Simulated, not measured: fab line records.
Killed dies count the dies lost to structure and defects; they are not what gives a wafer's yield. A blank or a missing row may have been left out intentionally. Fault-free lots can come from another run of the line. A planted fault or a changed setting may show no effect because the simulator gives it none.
The same fault as seen by 2 desks / flow nand harc / only its own numbers are on each desk; what lay behind them is given at the end

## AT THE METROLOGY DESK
What the gauges read, lot by lot, whatever tool the lot ran on: means of the sampled wafers that have a number. If a lot's mean is further than 4 standard deviations from the usual mean, the lot is out of limits and carries the mark OUT (the distance appears in the brackets).
Columns: A = cd nm at NHARC_P_ZERO_WELL_CD_MEAS_37, usual 720.2 nm
lot=L133; first seen here=day 2 00:05; A=719.3
lot=L134; first seen here=day 2 10:18; A=720.3
lot=L135; first seen here=day 2 20:10; A=720.7
lot=L136; first seen here=day 3 05:59; A=720.7
lot=L141; first seen here=day 5 08:08; A=718.3
lot=L143; first seen here=day 6 04:08; A=722.2
lot=L144; first seen here=day 6 14:13; A=719.6
lot=L148; first seen here=day 8 06:19; A=718.1
lot=L149; first seen here=day 8 16:19; A=721.7
lot=L152; first seen here=day 9 22:41; A=719.0
lot=L153; first seen here=day 10 08:02; A=719.5
lot=L154; first seen here=day 10 18:07; A=721.8
lot=L155; first seen here=day 11 04:14; A=719.4
lot=L156; first seen here=day 11 14:11; A=720.3
This desk found nothing out of limits on any of the 14 lots.

## THE DEFECT DESK
For each lot, the counts of the inspections along the route, averaged over the sampled wafers that have a number. If a lot's mean is further than 4 standard deviations from the usual mean, the lot is out of limits and carries the mark OUT (the distance appears in the brackets).
Columns: A = raw defect count at NHARC_P_ZERO_WELL_INSPECT_43, usual 12; B = raw defect count at NHARC_P_STI_INSPECT_11, usual 6
lot=L133; first seen here=day 2 03:34; A=25; B=7
lot=L134; first seen here=day 2 13:49; A=8; B=6
lot=L135; first seen here=day 2 23:31; A=7; B=8
lot=L136; first seen here=day 3 09:20; A=12; B=5
lot=L141; first seen here=day 5 11:35; A=15; B=6
lot=L143; first seen here=day 6 07:36; A=305 (+53) OUT; B=-
lot=L144; first seen here=day 6 17:35; A=298 (+52) OUT; B=-
lot=L148; first seen here=day 8 09:52; A=14; B=4
lot=L149; first seen here=day 8 19:43; A=13; B=6
lot=L152; first seen here=day 10 02:10; A=18; B=6
lot=L153; first seen here=day 10 13:59; A=9; B=4
lot=L154; first seen here=day 10 21:48; A=16; B=10
lot=L155; first seen here=day 11 07:43; A=16; B=8
lot=L156; first seen here=day 11 17:30; A=18; B=7
Finding of this desk: L143, L144 out of limits; the first was L143 at day 6 07:36, on raw defect count at NHARC_P_ZERO_WELL_INSPECT_43. In limits: L133, L134, L135, L136, L141, L148, L149, L152, L153, L154, L155, L156.

## ALL TOGETHER
The defect desk could have raised an alarm at day 6 07:36, on L143, L144.
The metrology desk saw nothing out of limits.
The metrology desk holds a record of L143, L144, inside its limits.
NHARC_P_ZERO_WELL_PECVD_02 was run on pecvd-02 by each of the lots named.

## WHAT HAD BEEN PUT IN BY THE SIMULATOR
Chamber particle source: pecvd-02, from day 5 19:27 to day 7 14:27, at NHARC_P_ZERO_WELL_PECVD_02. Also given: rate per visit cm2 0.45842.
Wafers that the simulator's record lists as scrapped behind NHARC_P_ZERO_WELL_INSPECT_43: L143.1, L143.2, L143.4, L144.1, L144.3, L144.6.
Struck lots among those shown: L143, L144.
Hours from the fault's start to each desk's first reading out of limits: the defect desk, 12.
